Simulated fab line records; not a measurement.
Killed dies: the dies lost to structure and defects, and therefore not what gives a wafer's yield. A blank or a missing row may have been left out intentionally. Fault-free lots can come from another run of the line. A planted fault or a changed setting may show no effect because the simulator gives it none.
Split-lot experiment ; flow n5Finfet ; 7 lots, 21 wafers read, on a route of 1938 steps

## THE SPLIT
At N5_FIN_SAQP_DESCUM_21 (chemistry O2, time 7.9 s), the setting timeS was moved away from the recipe's 7.9 s on 6 of the 21 wafers read, by -19.5% to -6.4%. The other wafers ran this setting at the recipe's value.

The file shows no step between the split and the reading.

## THE READING
CAR-ArF_of_FIN_SAQP_COAT_10.thkNm (the simulator's own value, which no gauge read), in nm, at N5_FIN_SAQP_ETCH_51 (etches SiARC in CF4, target depth 45.5 nm, time 75.8 s). The file does not state a usual value for it. Here, 15 wafers ran the recipe; their average is 50.87 nm with a standard deviation of 0.13 nm.

wafer;tool, chamber at the split;timeS as run, s;against the recipe;CAR-ArF_of_FIN_SAQP_COAT_10.thkNm, nm;against lot-mates on the recipe
L076.3;rieDiel-03, 3;7.9;recipe;50.79;-
L076.4;rieDiel-03, 1;7.9;recipe;50.9;-
L076.6;rieDiel-03, 2;7.9;recipe;50.83;-
L078.1;rieDiel-03, 3;7.9;recipe;51;-
L078.2;rieDiel-03, 2;6.736;-14.7%;51.61;+0.72
L078.5;rieDiel-03, 2;7.9;recipe;50.77;-
L079.1;rieDiel-02, 3;7.9;recipe;50.73;-
L079.2;rieDiel-02, 1;7.396;-6.4%;51.14;+0.30
L079.5;rieDiel-02, 2;7.9;recipe;50.96;-
L081.1;rieDiel-03, 3,1;6.424;-18.7%;52.28;+1.37
L081.2;rieDiel-03, 2;7.9;recipe;50.91;-
L081.4;rieDiel-03, 3,1;6.424;-18.7%;52.3;+1.39
L082.2;rieDiel-03, 2;6.362;-19.5%;51.68;+0.76
L082.3;rieDiel-03, 3;7.9;recipe;50.99;-
L082.5;rieDiel-03, 3;7.9;recipe;50.85;-
L084.2;rieDiel-05, 2;7.9;recipe;50.58;-
L084.3;rieDiel-05, 1;7.9;recipe;50.91;-
L084.5;rieDiel-05, 1;7.9;recipe;50.82;-
L095.2;rieDiel-02, 3;7.9;recipe;51.14;-
L095.3;rieDiel-02, 2;7.9;recipe;50.83;-
L095.5;rieDiel-02, 0;6.522;-17.4%;51.8;+0.81
If several chambers appear in one row, that row covers several wafers at once and the file leaves open which wafer was in which chamber.

FIT RESULTS
A straight line over all 21 wafers: CAR-ArF_of_FIN_SAQP_COAT_10.thkNm changes by -0.0601 nm for each +1% of timeS; r = -0.94; the points scatter about the line by 0.18 nm.
The same after taking each lot's own level away (the mean of its wafers on the recipe; 21 wafers): -0.0571 nm for each +1%; r = -0.94; scatter 0.17 nm.
On that fit, the largest move of timeS shifts the reading by 1.1 nm.
Measured against the standard deviation above, the lots' own levels, which go from 50.770 to 50.985 nm, span 1.7 times it.
The two slopes agree, so the slope changes little with the lot-to-lot level.
Check: with one of the wafers moved furthest among these (-19.5%) left out of the fit, the line predicts +1.21 nm for it against its lot-mates. Against them it came out at +0.76 nm.

## THESE WAFERS: OTHER SPLITS
Before the reading, these wafers also passed through other splits. Each is held against what the fit with the lots' levels taken away leaves over:
other split on the same wafers;wafers away from the commonest value;r with CAR-ArF_of_FIN_SAQP_COAT_10.thkNm (lot level and that fit taken away)
N5_ZERO_LAYER_EXPOSE_08 doseMj;8;-0.21
N5_WELL_APT_COAT_02 spinRpm;8;+0.22
N5_PMOS_HMC_CHANNEL_EPI_EXPOSE_06 doseMj;11;-0.05
N5_PMOS_HMC_CHANNEL_EPI_ETCH_32 biasW;8;+0.01

## THE WHOLE CHAIN: every reading that the file lists as answering this split, in the file's order
step;what it does;reading;change (the file's fit);r (the file's)
N5_FIN_SAQP_DESCUM_21;chemistry O2, time 7.9 s;CAR-ArF_of_FIN_SAQP_COAT_10.thkNm (the simulator's own value, which no gauge read);-0.0511 nm for each +1% of the setting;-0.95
N5_FIN_SAQP_ETCH_51;etches SiARC in CF4, target depth 45.5 nm, time 75.8 s;CAR-ArF_of_FIN_SAQP_COAT_10.thkNm (the simulator's own value, which no gauge read);-0.0524 nm for each +1% of the setting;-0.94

## FILE'S OWN FIT
CAR-ArF_of_FIN_SAQP_COAT_10.thkNm changes by -0.0524 nm for each +1% of timeS, r = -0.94.
